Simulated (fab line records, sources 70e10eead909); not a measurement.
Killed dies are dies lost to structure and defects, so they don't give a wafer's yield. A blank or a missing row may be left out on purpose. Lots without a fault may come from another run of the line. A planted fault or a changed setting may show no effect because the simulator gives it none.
Which tool did it? | flow nand_harc | 24 lots, 72 wafers sampled, at 5 steps of a route of 1159

WHAT THE GAUGES READ, wafer by wafer
NHARC_A_CONTACT_CD_MEAS_69: target cd 200 nm. Usual: cd_nm 200.0 nm, standard deviation 0.43.
lot  | measured     | on        | cd_nm (nm)        | flag
L074 | day 16 12:37 | cd_sem-03 | 200.0 199.8 199.7 |
L075 | day 16 22:12 | cd_sem-01 | 200.1 200.9 199.9 |
L076 | day 16 22:59 | cd_sem-02 | 200.1 200.2 201.0 |
L077 | day 17 05:28 | cd_sem-03 | 199.7 200.1 199.9 |
L078 | day 17 04:52 | cd_sem-03 | 199.0 199.9 200.0 |
L079 | day 18 01:29 | cd_sem-03 | 199.8 199.8 199.7 |
L080 | day 18 12:39 | cd_sem-01 | 200.4 199.9 200.4 |
L081 | day 18 16:49 | cd_sem-03 | 200.4 199.8 200.7 |
L082 | day 18 19:28 | cd_sem-02 | 199.7 199.8 199.7 |
L083 | day 18 21:38 | cd_sem-01 | 199.3 200.0 200.1 |
L085 | day 19 10:24 | cd_sem-02 | 200.5 200.2 199.8 |
L086 | day 19 14:51 | cd_sem-01 | 200.0 199.5 199.7 |
L087 | day 19 16:41 | cd_sem-01 | 199.9 199.3 199.4 |
L084 | day 19 22:19 | cd_sem-03 | 199.8 199.3 199.8 |
L089 | day 19 21:43 | cd_sem-03 | 200.1 200.7 200.2 |
L088 | day 20 08:13 | cd_sem-02 | 200.8 199.7 200.3 |
L090 | day 20 11:45 | cd_sem-02 | 200.2 200.3 200.5 |
L093 | day 21 02:15 | cd_sem-03 | 200.1 200.0 199.5 |
L091 | day 20 23:57 | cd_sem-02 | 200.6 199.7 200.4 |
L094 | day 21 07:25 | cd_sem-02 | 200.6 200.2 200.0 |
L092 | day 21 14:04 | cd_sem-02 | 200.4 200.5 200.0 |
L097 | day 22 07:50 | cd_sem-03 | 199.8 199.2 199.8 |
L095 | day 22 10:49 | cd_sem-03 | 200.6 200.5 199.8 |
L096 | day 22 13:05 | cd_sem-02 | 199.5 199.6 199.2 |

WHICH TOOL RAN EACH LOT (tool, then ch and the chambers of the sampled wafers, then the start)
lot  | NHARC_A_WL_FILL_CVD_20                   | NHARC_A_CONTACT_DEP_28        | NHARC_A_CONTACT_ETCH_116             | NHARC_A_CONTACT_ETCH_118
L074 | cvd_w-02 ch 0, day 16 00:25 or earlier   | acl_dep-03 ch 0, day 16 00:25 | har_cap_etch-02 ch 0, day 16 05:38   | har_cap_etch-02 ch 0, day 16 05:53
L075 | cvd_w-01 ch 0,1, day 16 11:52 or earlier | acl_dep-03 ch 0, day 16 11:52 | har_cap_etch-01 ch 0,1, day 16 16:52 | har_cap_etch-01 ch 0,1, day 16 17:03
L076 | cvd_w-02 ch 0,1, day 16 12:40 or earlier | acl_dep-02 ch 0, day 16 12:40 | har_cap_etch-02 ch 1, day 16 17:41   | har_cap_etch-02 ch 1, day 16 17:52
L077 | cvd_w-02 ch 0,1, day 16 18:18 or earlier | acl_dep-02 ch 0, day 16 18:18 | har_cap_etch-03 ch 0,1, day 17 00:17 | har_cap_etch-03 ch 0,1, day 17 00:28
L078 | cvd_w-01 ch 0,1, day 16 19:02 or earlier | acl_dep-03 ch 0, day 16 19:02 | har_cap_etch-02 ch 0,1, day 16 23:50 | har_cap_etch-02 ch 0,1, day 17 00:01
L079 | cvd_w-01 ch 0,1, day 17 14:02 or earlier | acl_dep-03 ch 0, day 17 14:02 | har_cap_etch-01 ch 0,1, day 17 18:57 | har_cap_etch-01 ch 0,1, day 17 19:08
L080 | cvd_w-02 ch 0,1, day 17 23:02 or earlier | acl_dep-02 ch 0, day 17 23:02 | har_cap_etch-03 ch 0,1, day 18 04:07 | har_cap_etch-03 ch 0,1, day 18 04:18
L081 | cvd_w-02 ch 0,1, day 18 08:01 or earlier | acl_dep-02 ch 0, day 18 08:01 | har_cap_etch-01 ch 0,1, day 18 11:53 | har_cap_etch-01 ch 0,1, day 18 12:04
L082 | cvd_w-01 ch 0,1, day 18 09:50 or earlier | acl_dep-02 ch 0, day 18 09:50 | har_cap_etch-03 ch 0,1, day 18 13:56 | har_cap_etch-03 ch 0,1, day 18 14:07
L083 | cvd_w-02 ch 0,1, day 18 11:46 or earlier | acl_dep-02 ch 0, day 18 11:46 | har_cap_etch-02 ch 0,1, day 18 16:37 | har_cap_etch-02 ch 0,1, day 18 16:48
L085 | cvd_w-02 ch 0,1, day 19 00:41 or earlier | acl_dep-03 ch 0, day 19 00:41 | har_cap_etch-01 ch 0,1, day 19 05:31 | har_cap_etch-01 ch 0,1, day 19 05:42
L086 | cvd_w-02 ch 0,1, day 19 04:43 or earlier | acl_dep-03 ch 0, day 19 04:43 | har_cap_etch-03 ch 1, day 19 09:40   | har_cap_etch-03 ch 1, day 19 09:51
L087 | cvd_w-01 ch 0,1, day 19 06:33 or earlier | acl_dep-01 ch 0, day 19 06:33 | har_cap_etch-01 ch 0,1, day 19 11:08 | har_cap_etch-01 ch 0,1, day 19 11:19
L084 | cvd_w-02 ch 0,1, day 19 12:34 or earlier | acl_dep-02 ch 0, day 19 12:34 | har_cap_etch-01 ch 0,1, day 19 17:15 | har_cap_etch-01 ch 0,1, day 19 17:26
L089 | cvd_w-01 ch 0,1, day 19 12:32 or earlier | acl_dep-03 ch 0, day 19 12:32 | har_cap_etch-03 ch 0,1, day 19 16:57 | har_cap_etch-03 ch 0,1, day 19 17:08
L088 | cvd_w-02 ch 0,1, day 19 21:05 or earlier | acl_dep-01 ch 0, day 19 21:05 | har_cap_etch-03 ch 0,1, day 20 02:10 | har_cap_etch-03 ch 0,1, day 20 02:20
L090 | cvd_w-01 ch 0,1, day 20 01:48 or earlier | acl_dep-02 ch 0, day 20 01:48 | har_cap_etch-02 ch 0,1, day 20 06:47 | har_cap_etch-02 ch 0,1, day 20 06:58
L093 | cvd_w-02 ch 0, day 20 15:56 or earlier   | acl_dep-02 ch 0, day 20 15:56 | har_cap_etch-03 ch 1, day 20 20:43   | har_cap_etch-03 ch 1, day 20 20:54
L091 | cvd_w-01 ch 0,1, day 20 15:10 or earlier | acl_dep-01 ch 0, day 20 15:10 | har_cap_etch-01 ch 0,1, day 20 19:02 | har_cap_etch-01 ch 0,1, day 20 19:13
L094 | cvd_w-02 ch 0,1, day 20 18:50 or earlier | acl_dep-03 ch 0, day 20 18:50 | har_cap_etch-01 ch 0, day 20 23:58   | har_cap_etch-01 ch 0, day 21 00:09
L092 | cvd_w-02 ch 0,1, day 21 02:38 or earlier | acl_dep-03 ch 0, day 21 02:38 | har_cap_etch-01 ch 0,1, day 21 07:37 | har_cap_etch-01 ch 0,1, day 21 07:48
L097 | cvd_w-02 ch 0,1, day 21 21:59 or earlier | acl_dep-02 ch 0, day 21 21:59 | har_cap_etch-03 ch 1, day 22 02:54   | har_cap_etch-03 ch 1, day 22 03:05
L095 | cvd_w-01 ch 0,1, day 22 00:11 or earlier | acl_dep-02 ch 0, day 22 00:11 | har_cap_etch-02 ch 0,1, day 22 05:07 | har_cap_etch-02 ch 0,1, day 22 05:18
L096 | cvd_w-02 ch 0,1, day 22 01:53 or earlier | acl_dep-01 ch 0, day 22 01:53 | har_cap_etch-01 ch 0,1, day 22 07:13 | har_cap_etch-01 ch 0,1, day 22 07:23
- NHARC_A_WL_FILL_CVD_20: deposits W, target thk 75 nm, time 5064 s.
- NHARC_A_CONTACT_DEP_28: deposits aC, target thk 3600 nm.
- NHARC_A_CONTACT_ETCH_116: etches the open film in C4F8/O2/Ar, time 94 s, target depth 922 nm.
- NHARC_A_CONTACT_ETCH_118: etches the open film in C4F8/O2/Ar, time 94 s, target depth 922 nm.

WHAT THE TOOLS THEMSELVES READ (means of the sampled wafers that have a number; where no wafer has one, the mark that the record gives instead)
NHARC_A_WL_FILL_CVD_20. Usual: heater_power_w 506 W, standard deviation 38; throttle_valve_pct 8.03 %, standard deviation 0.2.
lot  | tool     | heater_power_w (W) | throttle_valve_pct (%) | flag
L074 | cvd_w-02 | 442                | 8.18                   |
L075 | cvd_w-01 | 543                | 8.00                   |
L076 | cvd_w-02 | 484                | 8.04                   |
L077 | cvd_w-02 | 467                | 8.13                   |
L078 | cvd_w-01 | 530                | 8.22                   |
L079 | cvd_w-01 | 552                | 8.10                   |
L080 | cvd_w-02 | 505                | 7.89                   |
L081 | cvd_w-02 | 484                | 7.87                   |
L082 | cvd_w-01 | 524                | 8.08                   |
L083 | cvd_w-02 | 497                | 7.97                   |
L085 | cvd_w-02 | 496                | 7.98                   |
L086 | cvd_w-02 | 482                | 8.01                   |
L087 | cvd_w-01 | 547                | 8.14                   |
L084 | cvd_w-02 | 480                | 7.99                   |
L089 | cvd_w-01 | 552                | 8.18                   |
L088 | cvd_w-02 | 479                | 8.04                   |
L090 | cvd_w-01 | 528                | 8.18                   |
L093 | cvd_w-02 | 457                | 8.06                   |
L091 | cvd_w-01 | 541                | 8.10                   |
L094 | cvd_w-02 | 486                | 8.05                   |
L092 | cvd_w-02 | 479                | 8.00                   |
L097 | cvd_w-02 | 483                | 7.84                   |
L095 | cvd_w-01 | 544                | 8.19                   |
L096 | cvd_w-02 | 476                | 8.12                   |

NHARC_A_CONTACT_DEP_28. Usual: throttle_valve_pct 34.999 %, standard deviation 0.0087.
lot  | tool       | throttle_valve_pct (%) | flag
L074 | acl_dep-03 | 35.003                 |
L075 | acl_dep-03 | 35.002                 |
L076 | acl_dep-02 | 34.995                 |
L077 | acl_dep-02 | 35.000                 |
L078 | acl_dep-03 | 34.993                 |
L079 | acl_dep-03 | 34.999                 |
L080 | acl_dep-02 | 35.000                 |
L081 | acl_dep-02 | 34.983                 |
L082 | acl_dep-02 | 34.998                 |
L083 | acl_dep-02 | 35.001                 |
L085 | acl_dep-03 | 35.003                 |
L086 | acl_dep-03 | 35.001                 |
L087 | acl_dep-01 | 35.003                 |
L084 | acl_dep-02 | 35.002                 |
L089 | acl_dep-03 | 34.993                 |
L088 | acl_dep-01 | 35.004                 |
L090 | acl_dep-02 | 34.991                 |
L093 | acl_dep-02 | 34.996                 |
L091 | acl_dep-01 | 35.000                 |
L094 | acl_dep-03 | 34.995                 |
L092 | acl_dep-03 | 35.010                 |
L097 | acl_dep-02 | 35.002                 |
L095 | acl_dep-02 | 34.998                 |
L096 | acl_dep-01 | 35.002                 |

THE ANSWER, worked out from the rows above alone
Rule: a lot is off if the mean of its wafers that have a number lies more than 3 standard deviations from the usual mean. A lot without any number at a reading at which 4 lots or more have one is off too. The other lots that the step has rows for count as sound. The gauges are gone through in route order, then the tools' own readings, and for those a lot's mean is taken as printed above. The first step at which some lot is off is used, and at that step the reading that is off furthest; a lot without a number counts as furthest.
No lot is off at any reading shown: from this, nothing can be told.

WHAT THE SIMULATOR HAD PUT IN
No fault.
